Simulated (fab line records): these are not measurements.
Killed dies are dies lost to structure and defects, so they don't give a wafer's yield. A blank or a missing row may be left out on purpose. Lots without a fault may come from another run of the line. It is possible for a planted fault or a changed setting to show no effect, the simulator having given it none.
Chamber matching    flow n5_finfet    4 sister chambers for N5_BEOL_M7_ETCH_62 on rie_diel-04
The step etches SOC in N2/H2, target depth 110 nm, overetch 22 nm, time 165 s. 8 wafers are shown with their chamber, then 7 later ones without.

WAFERS WITH THEIR CHAMBER
wafer   chamber  showerhead_plenum_p_Torr (Torr)  oes_product_au (a.u.)
L086.2  2        2.39                             0.58
L086.5  1        2.56                             0.70
L090.4  1        2.56                             0.69
L092.1  3        2.42                             0.63
L092.4  0        2.46                             0.72
L092.6  0        2.46                             0.72
L095.1  2        2.38                             0.57
L095.2  3        2.42                             0.63

WAFERS WITH NO CHAMBER GIVEN
wafer   showerhead_plenum_p_Torr (Torr)  oes_product_au (a.u.)
L095.3  2.46                             0.72
L095.4  2.56                             0.69
L095.5  2.42                             0.63
L095.6  2.39                             0.57
L096.1  2.42                             0.63
L096.3  2.39                             0.58
L096.4  2.56                             0.69

THE CHAMBER EACH PASSED THROUGH
wafer   from the rows above  in truth
L095.3  0                    0
L095.4  1                    1
L095.5  3                    3
L095.6  2                    2
L096.1  3                    3
L096.3  2                    2
L096.4  1                    1
Correct placement for 7 of the 7. Can't be placed from these rows: 0. 0 placed wrongly.
How it was worked out, from the rows above alone: a wafer's distance from a chamber is the root of the sum, over the readings, of the square of ((its reading less the chamber's mean) divided by the reading's scatter). The wafer belongs to the nearest chamber; if the next one is less than 2 further off, it can't be placed. A chamber's mean is the mean of its shown wafers. The scatter: take each reading less its chamber's mean, square it, sum over the shown wafers, divide by the number of wafers less the number of chambers, and take the root.
